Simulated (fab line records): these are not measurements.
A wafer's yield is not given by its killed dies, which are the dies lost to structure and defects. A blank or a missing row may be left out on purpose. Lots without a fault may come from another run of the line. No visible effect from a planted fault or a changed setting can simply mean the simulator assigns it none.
3 desks looking at one fault	flow nand-harc	every desk sees just its own numbers, and what lay behind them comes last

## THE DEFECT DESK
Inspection counts along the route, by lot: the mean over sampled wafers that carry a number. A lot is out of limits, marked OUT, if its mean lies more than 4 standard deviations from the usual mean; the brackets give that distance.
Columns: A = raw-defect-count at NHARC_P_M1_INSPECT_11, usual 5; B = raw-defect-count at NHARC_P_M1_INSPECT_27, usual 306
lot	first seen here	A	B
L897	day 6 13:50	5	299
L900	day 8 00:37	4	416
L901	day 8 09:49	6	301
L902	day 8 19:17	5	370
L903	day 8 23:32	6	228
L904	day 9 13:14	12	236
L906	day 10 09:07	6	356
L907	day 10 15:53	4	206
L908	day 11 15:14	3	222
L909	day 12 07:14	5	340
L910	day 12 08:02	5	199
L914	day 14 02:45	4	246
L915	day 14 09:11	3	346
L917	day 15 00:44	3	349
L919	day 15 15:11	3	314
This desk's finding: nothing out of limits on any of the 15 lots.

## THE TOOL OWNER'S DESK: ecd-cu-02
The tool's own readings at NHARC_P_M1_ECD_22 (material Cu, target thk 400 nm): means of the sampled wafers that have a number, for each lot that ran on this tool. A lot is out of limits, marked OUT, if its mean lies more than 4 standard deviations from the usual mean; the brackets give that distance.
Columns: A = bath-heat-duty-pct at NHARC_P_M1_ECD_22, usual 5.7 %; B = bath-temp-c at NHARC_P_M1_ECD_22, usual 25.01 C
lot	first seen here	A	B
L897	day 6 15:20	7.2	24.98
L900	day 8 02:13	5.4	25.07
L902	day 8 20:43	6.2	25.05
L903	day 9 00:58	5.3	24.96
L907	day 10 17:26	5.6	25.02
L914	day 14 04:11	5.6	25.02
L915	day 14 10:46	6.3	25.05
L917	day 15 02:19	5.6	25.14
L919	day 15 16:37	6.0	25.07
This desk's finding: nothing out of limits on any of the 9 lots.

## THE METROLOGY DESK
What the gauges read for every lot (on any tool): the sampled wafers with a number, averaged. A lot is out of limits, marked OUT, if its mean lies more than 4 standard deviations from the usual mean; the brackets give that distance.
Columns: A = thk-nm at NHARC_P_M1_THK_MEAS_24, usual 157.2 nm
lot	first seen here	A
L897	day 6 16:22	157.2
L900	day 8 03:13	158.6
L901	day 8 12:29	158.2
L902	day 8 21:46	157.4
L903	day 9 02:19	157.3
L904	day 9 15:45	157.0
L906	day 10 11:37	157.5
L907	day 10 18:24	158.4
L908	day 11 17:43	29.6 (-71) OUT
L909	day 12 09:49	28.7 (-71) OUT
L910	day 12 10:33	30.0 (-71) OUT
L914	day 14 05:15	157.8
L915	day 14 11:46	158.6
L917	day 15 03:13	158.2
L919	day 15 17:40	157.5
This desk's finding: out of limits on L908, L909, L910; first on L908, day 11 17:43 (thk-nm at NHARC_P_M1_THK_MEAS_24). L897, L900, L901, L902, L903, L904, L906, L907, L914, L915, L917, L919 stayed within limits.

## ALL TOGETHER
On L908, L909, L910, the metrology desk was in a position to raise an alarm at day 11 17:43.
No out-of-limits result turned up at the defect desk.
The desk of the tool owner found nothing out of limits.
The defect desk has L908, L909, L910 on record, within its limits.
The tool owner's desk has no number on record for L908, L909, L910.
NHARC_P_M1_ECD_22 was run on ecd-cu-02 by each of the lots named.

## WHAT HAD BEEN PUT IN BY THE SIMULATOR
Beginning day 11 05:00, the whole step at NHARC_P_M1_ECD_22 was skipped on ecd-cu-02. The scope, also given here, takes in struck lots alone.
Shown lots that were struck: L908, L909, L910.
Delay in hours, fault start to first out-of-limits reading, per desk: metrology desk 13.
